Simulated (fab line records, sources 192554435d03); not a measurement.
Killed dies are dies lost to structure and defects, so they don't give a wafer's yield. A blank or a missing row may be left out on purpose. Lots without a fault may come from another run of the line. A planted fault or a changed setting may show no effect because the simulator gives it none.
Which tool did it? | flow n5_finfet | 12 lots, 36 wafers sampled, at 4 steps of a route of 1938

WHAT THE GAUGES READ, wafer by wafer
N5_BEOL_M9_THK_MEAS_01.
lot  | measured     | on            | M9_ILD_THK (nm)
L075 | day 10 09:38 | film_metro-01 | 264 273 271
L077 | day 10 19:41 | film_metro-01 | 268 272 270
L079 | day 11 16:05 | film_metro-02 | 268 268 272
L082 | day 11 23:10 | film_metro-01 | 270 275 274
L085 | day 12 04:31 | film_metro-01 | 270 273 275
L084 | day 12 18:46 | film_metro-01 | 267 270 270
L086 | day 13 00:38 | film_metro-02 | 259 262 269
L089 | day 13 15:25 | film_metro-02 | 277 274 272
L091 | day 14 10:53 | film_metro-01 | 268 272 272
L094 | day 15 01:41 | film_metro-01 | 265 268 268
L095 | day 16 03:31 | film_metro-01 | 271 276 275
L096 | day 16 06:27 | film_metro-02 | 269 272 274

WHICH TOOL RAN EACH LOT (tool, then ch and the chambers of the sampled wafers, then the start)
lot  | N5_BEOL_M8_CURE_74            | N5_BEOL_M8_ETCH_72                 | N5_BEOL_M8_STRIP_80
L075 | uv_cure-02 ch 0, day 10 02:14 | rie_diel-06 ch 1,2, day 10 06:22   | rie_diel-06 ch 1,2, day 10 09:38 or earlier
L077 | uv_cure-02 ch 0, day 10 08:54 | rie_diel-05 ch 0,3, day 10 15:50   | rie_diel-05 ch 0,3, day 10 19:41 or earlier
L079 | uv_cure-01 ch 0, day 11 06:51 | rie_diel-01 ch 1,2,3, day 11 11:38 | rie_diel-01 ch 1,2,3, day 11 16:05 or earlier
L082 | uv_cure-01 ch 0, day 11 12:54 | rie_diel-05 ch 1,2,3, day 11 19:37 | rie_diel-05 ch 1,2,3, day 11 23:10 or earlier
L085 | uv_cure-03 ch 1, day 11 16:26 | rie_diel-06 ch 0,1,2, day 12 00:05 | rie_diel-06 ch 0,1,2, day 12 04:31 or earlier
L084 | uv_cure-03 ch 2, day 12 11:55 | rie_diel-01 ch 1,2,3, day 12 14:36 | rie_diel-01 ch 1,2,3, day 12 18:46 or earlier
L086 | uv_cure-02 ch 0, day 12 13:34 | rie_diel-05 ch 2,3, day 12 18:53   | rie_diel-05 ch 2,3, day 13 00:38 or earlier
L089 | uv_cure-03 ch 1, day 13 08:26 | rie_diel-01 ch 0,1, day 13 11:26   | rie_diel-01 ch 0,1, day 13 15:25 or earlier
L091 | uv_cure-03 ch 2, day 14 02:00 | rie_diel-06 ch 0,3, day 14 06:46   | rie_diel-06 ch 0,3, day 14 10:53 or earlier
L094 | uv_cure-01 ch 1, day 14 08:49 | rie_diel-05 ch 0,1,2, day 14 16:33 | rie_diel-05 ch 0,1,2, day 15 01:41 or earlier
L095 | uv_cure-01 ch 2, day 15 18:43 | rie_diel-06 ch 1,2,3, day 15 23:06 | rie_diel-06 ch 1,2,3, day 16 03:31 or earlier
L096 | uv_cure-01 ch 0, day 15 21:23 | rie_diel-06 ch 0,1, day 16 01:14   | rie_diel-06 ch 0,1, day 16 06:27 or earlier
- N5_BEOL_M8_CURE_74: cures SiCOH lowk, time 240 s.
- N5_BEOL_M8_ETCH_72: etches underlayer in N2/H2, target depth 6.5 nm, time 5.2 s.
- N5_BEOL_M8_STRIP_80: strips in N2/H2, time 10 s.

THE ANSWER, worked out from the rows above alone
Rule: what is usual is taken from the lots themselves. Put in order of their means at a reading, lots are off if they are a third of the lots or fewer, leave a main group of 4 or more, and stand apart from it by a gap of 3 or more times the standard deviation of the main group's means; of several such gaps the widest counts. A main group whose means are all the same, to the digits that the tables above print for the reading, isn't used. A lot without any number at a reading at which 4 lots or more have one is off too. The other lots that the step has rows for count as sound.
No lot is off at any reading shown: from this, nothing can be told.

WHAT THE SIMULATOR HAD PUT IN
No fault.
